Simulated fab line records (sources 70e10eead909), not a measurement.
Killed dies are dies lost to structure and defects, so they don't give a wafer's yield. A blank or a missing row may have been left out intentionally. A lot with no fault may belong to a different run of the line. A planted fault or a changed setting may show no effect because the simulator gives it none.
fab line records | flow nandHarc
record lots=7 | wafers=21 | lastDay=24
route steps=1159 shown A_STAIRCASE@743 A_SGD_CUT@747 END@1159
lots that met no fault: taken from a fault-free run of the same line
startH: hours from the record's opening day to when the first of the lot's shown wafers began | waitH: hours since the lot's step before | " identical to the entry in the row above | L1.1+2: one row covering several wafers at once | - value missing, or start not given | * or withheld: withheld | < > ~ a bound
route shown NAME@n: NAME is a module with steps in the file, n the number in the route of the first one | usual: mean/standard deviation taken from wafers without a fault | same: alike in all rows | chamber/n: place in a boat | sites: the reading at each site | _std_site: the standard deviation of these | _edge_site: outer sites' mean less inner sites' | radiusMm: for every site, how far away it sits from the centre of the wafer | mask NAME#n: copy n | behind: the tool/chamber that last shaped the wafer | hold: what put the lot on hold/how long, in hours/how the hold closed | device: transistor that didn't switch, given as n, p or np | end of line: at the end of the route, the tests of the same wafers | a step given without rows: its recipe and nothing more | killed: not the wafer's yield, but the dies lost to structure and defects at the first sort | map: dies across one wafer; x = killed, . = not, _ = none there
set.NAME: the setting as run; set.NAME@STEP: as run at that earlier step | model.NAME: the simulator's own value behind a step, which no gauge read
lots at selected steps of the route; one table per step, one row per wafer
services: from which hour (startH, from the record's first day; less than 0 if before it) a tool's chamber was out of use, for how many hours, and why
## steps
# step NHARC_A_STAIRCASE_CMP_472
# recipe material=SiO2
# usual motorCurrentA=12.1/1.4
lot.wafer | tool   | chamber | startH | waitH | motorCurrentA
L160.4    | cmp-03 | 0       | 319.97 | 0.1   | 10.5
L160.1    | "      | 2       | "      | "     | 12.9
L160.2    | "      | 3       | "      | "     | 14.6
L162.3    | cmp-01 | 2       | 324.74 | 0.2   | 10.6
L162.2    | "      | 3       | "      | "     | 10.6
L162.1    | "      | 0       | "      | "     | 13.0
L166.4    | cmp-03 | 0       | 360.53 | 0.1   | 10.7
L166.2    | "      | 3       | "      | "     | 14.7
L166.6    | "      | 0       | "      | "     | 10.4
L171.2    | cmp-04 | 2       | 382.28 | 0.2   | 13.7
L171.3    | "      | 1       | "      | "     | 11.7
L171.6    | "      | 2       | "      | "     | 13.4
L169.3    | cmp-04 | 3       | 386.83 | 0.3   | 11.5
L169.2    | "      | 0       | "      | "     | 13.5
L169.4    | "      | 1       | "      | "     | 12.1
L179.4    | cmp-04 | 2       | 430.32 | 0.1   | 13.2
L179.3    | "      | 1       | "      | "     | 11.7
L179.6    | "      | 3       | "      | "     | 11.0
L178.2    | cmp-03 | 0       | 430.76 | 0.2   | 10.2
L178.1    | "      | 1       | "      | "     | 11.3
L178.3    | "      | 3       | "      | "     | 14.3
# step NHARC_A_STAIRCASE_SRD_474
# step NHARC_A_STAIRCASE_INSPECT_155
# usual rawDefectCount=353/120
lot.wafer | tool             | chamber | startH | waitH | rawDefectCount
L160.1    | defectInspect-02 | -       | 320.31 | 0.1   | 460
L160.2    | "                | -       | "      | "     | 403
L160.4    | "                | -       | "      | "     | 393
L162.1    | defectInspect-01 | -       | 325.08 | 0.1   | 351
L162.2    | "                | -       | "      | "     | 303
L162.3    | "                | -       | "      | "     | 242
L166.2    | defectInspect-01 | -       | 360.87 | 0.1   | 544
L166.4    | "                | -       | "      | "     | 431
L166.6    | "                | -       | "      | "     | 288
L171.2    | defectInspect-01 | -       | 382.62 | 0.1   | 298
L171.3    | "                | -       | "      | "     | 291
L171.6    | "                | -       | "      | "     | 422
L169.2    | defectInspect-02 | -       | 387.14 | 0.1   | 270
L169.3    | "                | -       | "      | "     | 388
L169.4    | "                | -       | "      | "     | 303
L179.3    | defectInspect-02 | -       | 430.66 | 0.1   | 289
L179.4    | "                | -       | "      | "     | 208
L179.6    | "                | -       | "      | "     | 262
L178.1    | defectInspect-01 | -       | 431.10 | 0.1   | 165
L178.2    | "                | -       | "      | "     | 269
L178.3    | "                | -       | "      | "     | 323
# step NHARC_A_SGD_CUT_DEP_00
# recipe targetThkA=500 | tempC=400 | targetThkNm=50 | flowSccm=200 | rfW=450 | material=SiNx
# usual heaterPowerW=704/88 | rfFwdPowerW=448.2/1.4 | susceptorTempC=400.00/0.24
lot.wafer | tool     | chamber | startH | waitH | heaterPowerW | rfFwdPowerW | susceptorTempC
L160.2    | pecvd-04 | 2       | 320.41 | 0.1   | 664          | 446.3       | 400.24
L160.1    | "        | 0       | "      | "     | 606          | 449.3       | 400.17
L160.4    | "        | 2       | "      | "     | 659          | 446.6       | 400.11
L162.3    | pecvd-01 | 0       | 325.16 | 0.1   | 687          | 449.2       | 400.31
L162.1    | "        | 1       | "      | "     | 695          | 445.0       | 399.79
L162.2    | "        | 2       | "      | "     | 667          | 448.0       | 400.24
L166.2    | pecvd-01 | 1       | 360.94 | 0.1   | 707          | 448.2       | 399.89
L166.4    | "        | 1       | "      | "     | 693          | 448.5       | 400.03
L166.6    | "        | 0       | "      | "     | 727          | 451.5       | 399.33
L171.2    | pecvd-02 | 2       | 382.71 | 0.1   | 645          | 448.7       | 400.25
L171.3    | "        | 0       | "      | "     | 641          | 448.0       | 399.65
L171.6    | "        | 2       | "      | "     | 644          | 447.7       | 400.13
L169.3    | pecvd-02 | 2       | 387.27 | 0.1   | 618          | 447.6       | 399.86
L169.2    | "        | 0       | "      | "     | 598          | 449.5       | 399.75
L169.4    | "        | 0       | "      | "     | 614          | 447.5       | 400.07
L179.3    | pecvd-02 | 2       | 430.92 | 0.3   | 723          | 447.2       | 399.94
L179.4    | "        | 1       | "      | "     | 923          | 449.9       | 400.02
L179.6    | "        | 2       | "      | "     | 734          | 447.6       | 400.01
L178.3    | pecvd-04 | 2       | 431.17 | 0.1   | 731          | 447.3       | 400.08
L178.2    | "        | 0       | "      | "     | 549          | 450.2       | 400.35
L178.1    | "        | 1       | "      | "     | 863          | 449.7       | 400.25
# step NHARC_A_SGD_CUT_DEHYDRATE_01
# recipe tempC=150 | timeS=120
# step NHARC_A_SGD_CUT_HMDS_02
# recipe timeS=30
# step NHARC_A_SGD_CUT_COAT_56
# recipe tempC=260 | timeS=75
# step NHARC_A_SGD_CUT_COAT_57
# recipe tempC=225 | timeS=65
# step NHARC_A_SGD_CUT_COAT_03
# recipe spinRpm=1500 | resistThkNm=90
# step NHARC_A_SGD_CUT_SOFTBAKE_04
# recipe tempC=105 | timeS=55
# step NHARC_A_SGD_CUT_EBR_05
# step NHARC_A_SGD_CUT_EXPOSE_06
# recipe na=1.35 | doseMj=85.59 | maskId=SGD
# same na=1.35
lot.wafer  | tool           | chamber | startH | waitH | mask  | model.A_SGD_CUT.overlayXNm
L160.1+2+4 | arfiScanner-01 | 0       | 320.96 | -     | SGD#0 | 0.6924
L162.1+2+3 | arfiScanner-02 | 0       | 325.75 | -     | SGD#0 | -0.4896
L166.2+4+6 | arfiScanner-02 | 0       | 361.53 | -     | SGD#0 | 6.215
L171.2+3+6 | arfiScanner-02 | 0       | 383.27 | -     | SGD#0 | 5.182
L169.2+3+4 | arfiScanner-02 | 0       | 387.83 | -     | SGD#0 | 6.184
L179.3+4+6 | arfiScanner-03 | 0       | 431.49 | -     | SGD#0 | -0.358
L178.1+2+3 | arfiScanner-01 | 0       | 431.75 | -     | SGD#0 | -1.193
# step NHARC_A_SGD_CUT_PEB_07
# recipe pebTempC=100 | pebTimeS=65
# step NHARC_A_SGD_CUT_DEVELOP_08
# recipe developTimeS=35 | devTempC=23
# step NHARC_A_SGD_CUT_CD_MEAS_09
# recipe targetCdNm=100 | landingEnergyEv=500
# usual cdNm=100.2/0.56
lot.wafer | tool     | chamber | startH | waitH | cdNm
L160.1    | cdSem-03 | 0       | 321.10 | -     | 100.2
L160.2    | "        | 0       | "      | "     | 100.3
L160.4    | "        | 0       | "      | "     | 100.5
L162.1    | cdSem-02 | 0       | 325.88 | -     | 99.8
L162.2    | "        | 0       | "      | "     | 100.1
L162.3    | "        | 0       | "      | "     | 99.3
L166.2    | cdSem-01 | 0       | 361.66 | -     | 99.6
L166.4    | "        | 0       | "      | "     | 99.9
L166.6    | "        | 0       | "      | "     | 98.9
L171.2    | cdSem-03 | 0       | 383.41 | -     | 99.9
L171.3    | "        | 0       | "      | "     | 99.4
L171.6    | "        | 0       | "      | "     | 100.7
L169.2    | cdSem-02 | 0       | 387.97 | -     | 100.1
L169.3    | "        | 0       | "      | "     | 100.4
L169.4    | "        | 0       | "      | "     | 100.4
L179.3    | cdSem-03 | 0       | 431.62 | -     | 99.9
L179.4    | "        | 0       | "      | "     | 100.7
L179.6    | "        | 0       | "      | "     | 101.1
L178.1    | cdSem-03 | 0       | 431.90 | -     | 99.9
L178.2    | "        | 0       | "      | "     | 99.6
L178.3    | "        | 0       | "      | "     | 100.1
# step NHARC_A_SGD_CUT_OVL_MEAS_10
# usual overlayXNm=0.0/0.83 | overlayYNm=0.1/0.8
lot.wafer | tool       | chamber | startH | waitH | hold                    | overlayXNm | overlayYNm
L160.1    | overlay-02 | -       | 321.19 | -     | -                       | 1.0        | 0.0
L160.2    | "          | -       | "      | "     | -                       | 0.6        | -1.1
L160.4    | "          | -       | "      | "     | -                       | 0.7        | 0.6
L162.1    | overlay-02 | -       | 325.97 | -     | -                       | -0.4       | 0.3
L162.2    | "          | -       | "      | "     | -                       | -0.5       | 0.5
L162.3    | "          | -       | "      | "     | -                       | -0.1       | 0.3
L166.2    | overlay-01 | -       | 361.75 | -     | awaitDispo/0.2h/release | 6.4        | -0.1
L166.4    | "          | -       | "      | "     | awaitDispo/0.2h/release | 6.4        | -0.3
L166.6    | "          | -       | "      | "     | awaitDispo/0.2h/release | 6.2        | -0.7
L166.2    | overlay-01 | -       | 361.92 | 0.2   | -                       | 6.4        | -0.4
L166.4    | "          | -       | "      | "     | -                       | 6.4        | -0.4
L166.6    | "          | -       | "      | "     | -                       | 6.7        | -0.9
L171.2    | overlay-02 | -       | 383.49 | -     | awaitDispo/0.2h/release | 5.4        | -0.8
L171.3    | "          | -       | "      | "     | awaitDispo/0.2h/release | 5.3        | -0.6
L171.6    | "          | -       | "      | "     | awaitDispo/0.2h/release | 5.2        | -0.4
L171.2    | overlay-02 | -       | 383.67 | 0.2   | -                       | 4.9        | 0.1
L171.3    | "          | -       | "      | "     | -                       | 4.6        | -0.7
L171.6    | "          | -       | "      | "     | -                       | 5.4        | -0.6
L169.2    | overlay-01 | -       | 388.05 | -     | awaitDispo/0.2h/release | 5.4        | -0.3
L169.3    | "          | -       | "      | "     | awaitDispo/0.2h/release | 6.3        | -0.1
L169.4    | "          | -       | "      | "     | awaitDispo/0.2h/release | 6.2        | -0.6
L169.2    | overlay-01 | -       | 388.22 | 0.2   | -                       | 6.2        | -0.4
L169.3    | "          | -       | "      | "     | -                       | 6.4        | -0.2
L169.4    | "          | -       | "      | "     | -                       | 6.2        | -0.5
L179.3    | overlay-02 | -       | 431.71 | -     | -                       | -0.9       | 2.2
L179.4    | "          | -       | "      | "     | -                       | -0.3       | 1.5
L179.6    | "          | -       | "      | "     | -                       | 0.2        | 1.8
L178.1    | overlay-02 | -       | 432.00 | -     | -                       | -1.0       | 0.0
L178.2    | "          | -       | "      | "     | -                       | -0.8       | -0.5
L178.3    | "          | -       | "      | "     | -                       | -1.4       | -0.8
# step NHARC_A_SGD_CUT_INSPECT_11
# usual rawDefectCount=19/11
lot.wafer | tool             | chamber | startH | waitH | hold                    | rawDefectCount
L160.1    | defectInspect-02 | -       | 321.23 | 0.0   | -                       | 22
L160.2    | "                | -       | "      | "     | -                       | 36
L160.4    | "                | -       | "      | "     | -                       | 22
L162.1    | defectInspect-02 | -       | 326.01 | 0.0   | -                       | 8
L162.2    | "                | -       | "      | "     | -                       | 8
L162.3    | "                | -       | "      | "     | -                       | 13
L166.2    | defectInspect-01 | -       | 365.02 | 3.1   | awaitDispo/3.1h/release | 4
L166.4    | "                | -       | "      | "     | awaitDispo/3.1h/release | 16
L166.6    | "                | -       | "      | "     | awaitDispo/3.1h/release | 15
L171.2    | defectInspect-02 | -       | 387.89 | 4.2   | awaitDispo/4.2h/release | 22
L171.3    | "                | -       | "      | "     | awaitDispo/4.2h/release | 28
L171.6    | "                | -       | "      | "     | awaitDispo/4.2h/release | 23
L169.2    | defectInspect-01 | -       | 397.23 | 9.0   | awaitDispo/9.0h/release | 36
L169.3    | "                | -       | "      | "     | awaitDispo/9.0h/release | 25
L169.4    | "                | -       | "      | "     | awaitDispo/9.0h/release | 47
L179.3    | defectInspect-01 | -       | 431.74 | 0.0   | -                       | 4
L179.4    | "                | -       | "      | "     | -                       | 14
L179.6    | "                | -       | "      | "     | -                       | 7
L178.1    | defectInspect-02 | -       | 432.04 | 0.0   | -                       | 26
L178.2    | "                | -       | "      | "     | -                       | 26
L178.3    | "                | -       | "      | "     | -                       | 43
# step NHARC_END_SORT_01
# recipe tempC=25
# usual killedAtArray=29/10 | killedAtOther=0.7/1 | killedAtPeriphery=3.7/2.6 | killedDies=33/10 | killedOpen=3.4/1.8 | killedShort=1.8/1.3
# same grossDies=677
lot.wafer | tool      | chamber | startH | waitH | killedAtArray | killedAtOther | killedAtPeriphery | killedDies | killedOpen | killedShort
L169.2    | prober-01 | 0       | 532.61 | 2.8   | 29            | 0             | 3                 | 32         | 0          | 1
L169.3    | prober-01 | 0       | 533.42 | 3.1   | 31            | 1             | 2                 | 34         | 3          | 3
L169.4    | prober-01 | 0       | 534.22 | 3.4   | 42            | 0             | 6                 | 48         | 4          | 3
L171.2    | prober-02 | 0       | 536.69 | 2.8   | 38            | 0             | 3                 | 41         | 2          | 1
L171.3    | prober-02 | 0       | 537.49 | 3.1   | 38            | 0             | 2                 | 40         | 6          | 2
L171.6    | prober-02 | 0       | 539.89 | 4.0   | 31            | 0             | 4                 | 35         | 2          | 2
# killed by level:class
L169.2 A_CHANNEL_HOLE_D1:chamberFilmFlake=16 A_STAIRCASE:chamberFilmFlake=8 A_WL_FILL:chamberFilmFlake=2 A_CHANNEL_FILL_D1:geometricParticle:short=1 P_ZERO_WELL:chamberFilmFlake=1 P_STI:chamberFilmFlake=1 P_GATE:chamberFilmFlake=1 A_CHANNEL_FILL_D1:chamberFilmFlake=1
L169.3 A_CHANNEL_HOLE_D1:chamberFilmFlake=15 A_STAIRCASE:chamberFilmFlake=5 A_CONTACT:chamberFilmFlake=4 A_ONON_D1:geometricParticle:short=2 A_WL_FILL:chamberFilmFlake=2 P_M0:geometricParticle:open=1 A_WL_FILL:geometricParticle:short=1 A_CONTACT:geometricParticle:open=1
L169.4 A_STAIRCASE:chamberFilmFlake=17 A_CHANNEL_HOLE_D1:chamberFilmFlake=15 P_ZERO_WELL:chamberFilmFlake=3 A_CONTACT:chamberFilmFlake=3 A_CONTACT:geometricParticle:open=2 P_CONTACT:geometricParticle:short=1 P_CONTACT:geometricParticle:open=1 A_CHANNEL_FILL_D1:geometricParticle:short=1
L171.2 A_CHANNEL_HOLE_D1:chamberFilmFlake=14 A_SLIT:chamberFilmFlake=12 A_STAIRCASE:chamberFilmFlake=4 A_CONTACT:chamberFilmFlake=4 P_M1:chamberFilmFlake=2 A_WL_FILL:chamberFilmFlake=2 P_M0:geometricParticle:open=1 A_ONON_D1:geometricParticle:short=1
L171.3 A_CHANNEL_HOLE_D1:chamberFilmFlake=17 A_SLIT:chamberFilmFlake=11 A_STAIRCASE:chamberFilmFlake=3 P_M0:geometricParticle:open=1 A_ONON_D1:geometricParticle:open=1 A_ONON_D1:geometricParticle:short=1 A_CHANNEL_HOLE_D1:geometricParticle:open=1 A_CHANNEL_FILL_D1:geometricParticle:open=1
L171.6 A_CHANNEL_HOLE_D1:chamberFilmFlake=14 A_SLIT:chamberFilmFlake=9 A_CONTACT:chamberFilmFlake=4 P_M1:chamberFilmFlake=2 A_STAIRCASE:chamberFilmFlake=2 P_CONTACT:geometricParticle:short=1 P_M1:geometricParticle:open=1 A_ONON_D1:geometricParticle:open=1
## services
tool           | chamber | startH | hours | kind
pecvd-04       | 0       | 299.85 | 14.3  | repair
cmp-04         | -       | 301.00 | 4.0   | pm
arfiScanner-03 | -       | 303.42 | 0.5   | repair
cmp-04         | -       | 308.25 | 0.3   | repair
cmp-03         | -       | 324.80 | 0.5   | repair
pecvd-02       | -       | 334.21 | 13.0  | pm
arfiScanner-01 | -       | 337.07 | 5.1   | repair
cmp-04         | -       | 338.93 | 0.7   | repair
cmp-03         | -       | 352.00 | 4.0   | pm
cmp-03         | -       | 363.68 | 2.0   | repair
arfiScanner-01 | -       | 368.00 | 4.0   | pm
pecvd-04       | -       | 376.04 | 13.0  | pm
arfiScanner-02 | -       | 378.33 | 0.5   | repair
cmp-03         | -       | 378.68 | 0.8   | repair
pecvd-04       | 0       | 391.06 | 6.0   | repair
cmp-04         | -       | 399.00 | 4.0   | pm
pecvd-04       | -       | 401.86 | 0.2   | repair
pecvd-04       | 2       | 402.85 | 7.6   | repair
pecvd-01       | 1       | 411.68 | 3.7   | repair
pecvd-01       | -       | 418.00 | 13.0  | pm
cmp-04         | -       | 418.75 | 4.6   | repair
arfiScanner-02 | -       | 420.67 | 1.5   | repair
arfiScanner-02 | -       | 428.01 | 4.0   | pm
pecvd-04       | 2       | 431.62 | 4.3   | repair
## key
firstSign step=NHARC_A_SGD_CUT_OVL_MEAS_10 | reading=visit | direction=added
effect step=NHARC_A_SGD_CUT_OVL_MEAS_10 | reading=overlayXNm | direction=up | sigmas=7.2 | usual=0.0 | struck=5.9
modelEffect step=NHARC_A_SGD_CUT_EXPOSE_06 | value=A_SGD_CUT.overlayXNm | without=0.1114 | struck=5.861
metAt NHARC_A_SGD_CUT_EXPOSE_06
struckWafers L166.2,L166.4,L166.6,L169.2,L169.3,L169.4,L171.2,L171.3,L171.6
testerLeftOut L166,L169,L171
onsetBetween 325.75 361.53
fault kind=scannerMatchingOverlay | tool=arfiScanner-02 | chamber=- | onsetH=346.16 | steps=NHARC_A_SGD_CUT_EXPOSE_06 | offset=5.7492
# testerLeftOut: of these lots the tester's yield and bins aren't shown, on N5 and GAA mostly nor the transistor test; their killed dies are dies lost to structure and defects alone, not to doping, threshold or leakage, so they don't give the yield
